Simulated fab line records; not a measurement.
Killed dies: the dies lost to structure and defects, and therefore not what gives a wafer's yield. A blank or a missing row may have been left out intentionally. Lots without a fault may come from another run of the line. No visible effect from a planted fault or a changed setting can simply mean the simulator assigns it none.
Chamber matching    flow nand harc    NHARC_P_M1_STRIP_18 on rie diel-05: 4 sister chambers
The step strips in N2/H2. 8 wafers are shown with their chamber, then 7 later ones without.

== WAFERS WITH THEIR CHAMBER ==
wafer   chamber  showerhead plenum p Torr (Torr)  drypump motor current A (A)
L533.3  3        2.07                             5.40
L533.5  3        2.07                             5.41
L535.5  0        2.13                             5.66
L536.4  2        2.14                             5.58
L536.5  1        2.05                             5.42
L536.6  0        2.13                             5.65
L541.2  1        2.04                             5.39
L541.3  2        2.14                             5.63

== WAFERS WITHOUT THEIR CHAMBER ==
wafer   showerhead plenum p Torr (Torr)  drypump motor current A (A)
L541.4  2.14                             5.61
L543.3  2.14                             5.64
L543.5  2.14                             5.63
L543.6  2.13                             5.67
L551.1  2.14                             5.59
L551.2  2.07                             5.41
L551.5  2.07                             5.41

== EACH ONE'S CHAMBER ==
wafer   from the rows above      in truth
L541.4  2                        2
L543.3  can't be placed: 2 or 0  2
L543.5  can't be placed: 2 or 0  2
L543.6  0                        0
L551.1  2                        2
L551.2  3                        3
L551.5  3                        3
Correct placement for 5 of the 7. Unplaceable from these rows: 2, with the true chamber sitting among the candidates in 2. Placed wrongly: 0.
How it was worked out, from the rows above alone: a wafer's distance from a chamber is the root of the sum, over the readings, of the square of ((its reading less the chamber's mean) divided by the reading's scatter). If the next closest chamber is less than 2 further off than the closest, the wafer can't be placed; otherwise it belongs to the closest. Each chamber's mean is taken over the wafers shown for it. The scatter: take each reading less its chamber's mean, square it, sum over the shown wafers, divide by the number of wafers less the number of chambers, and take the root.
